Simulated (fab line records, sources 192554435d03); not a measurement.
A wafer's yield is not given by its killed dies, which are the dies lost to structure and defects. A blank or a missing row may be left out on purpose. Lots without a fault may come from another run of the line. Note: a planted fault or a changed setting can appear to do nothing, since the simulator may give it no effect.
Matching of chambers + flow n5-finfet + rie-diel-04 running N5_BEOL_M2_ETCH_64: 4 sister chambers
The step etches SOC in N2/H2, target depth 75 nm, overetch 22.5 nm, time 121.9 s. 8 wafers are shown with their chamber, then 10 later ones without.

WAFERS WITH THEIR CHAMBER
| wafer  | chamber | showerhead-plenum-p-Torr (Torr) | drypump-motor-current-A (A) |
|--------|---------|---------------------------------|-----------------------------|
| L077.1 | 2       | 2.72                            | 6.6                         |
| L080.5 | 0       | 2.51                            | 5.6                         |
| L080.6 | 3       | 2.42                            | 5.6                         |
| L082.2 | 3       | 2.42                            | 5.7                         |
| L082.5 | 1       | 2.52                            | 5.6                         |
| L082.6 | 0       | 2.51                            | 5.6                         |
| L091.1 | 2       | 2.71                            | 6.5                         |
| L091.5 | 1       | 2.51                            | 5.6                         |

WAFERS WITHOUT THEIR CHAMBER
| wafer  | showerhead-plenum-p-Torr (Torr) | drypump-motor-current-A (A) |
|--------|---------------------------------|-----------------------------|
| L091.6 | 2.51                            | 5.6                         |
| L093.1 | 2.51                            | 5.6                         |
| L093.2 | 2.71                            | 6.5                         |
| L093.4 | 2.41                            | 5.6                         |
| L096.2 | 2.70                            | 6.5                         |
| L096.4 | 2.40                            | 5.6                         |
| L096.6 | 2.70                            | 6.5                         |
| L097.3 | 2.51                            | 5.6                         |
| L097.4 | 2.70                            | 6.5                         |
| L097.5 | 2.51                            | 5.6                         |

CHAMBER TAKEN BY EACH
| wafer  | from the rows above     | in truth |
|--------|-------------------------|----------|
| L091.6 | can't be placed: 0 or 1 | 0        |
| L093.1 | can't be placed: 0 or 1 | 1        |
| L093.2 | 2                       | 2        |
| L093.4 | 3                       | 3        |
| L096.2 | 2                       | 2        |
| L096.4 | 3                       | 3        |
| L096.6 | 2                       | 2        |
| L097.3 | can't be placed: 0 or 1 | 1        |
| L097.4 | 2                       | 2        |
| L097.5 | can't be placed: 0 or 1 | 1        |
Correct placement for 6 of the 10. Can't be placed from these rows: 4 (the true chamber is among the candidates in 4). Placed wrongly: 0.
How it was worked out, from the rows above alone: a wafer's distance from a chamber is the root of the sum, over the readings, of the square of ((its reading less the chamber's mean) divided by the reading's scatter). If the next closest chamber is less than 2 further off than the closest, the wafer can't be placed; otherwise it belongs to the closest. A chamber's mean is the mean of its shown wafers. The scatter: take each reading less its chamber's mean, square it, sum over the shown wafers, divide by the number of wafers less the number of chambers, and take the root.
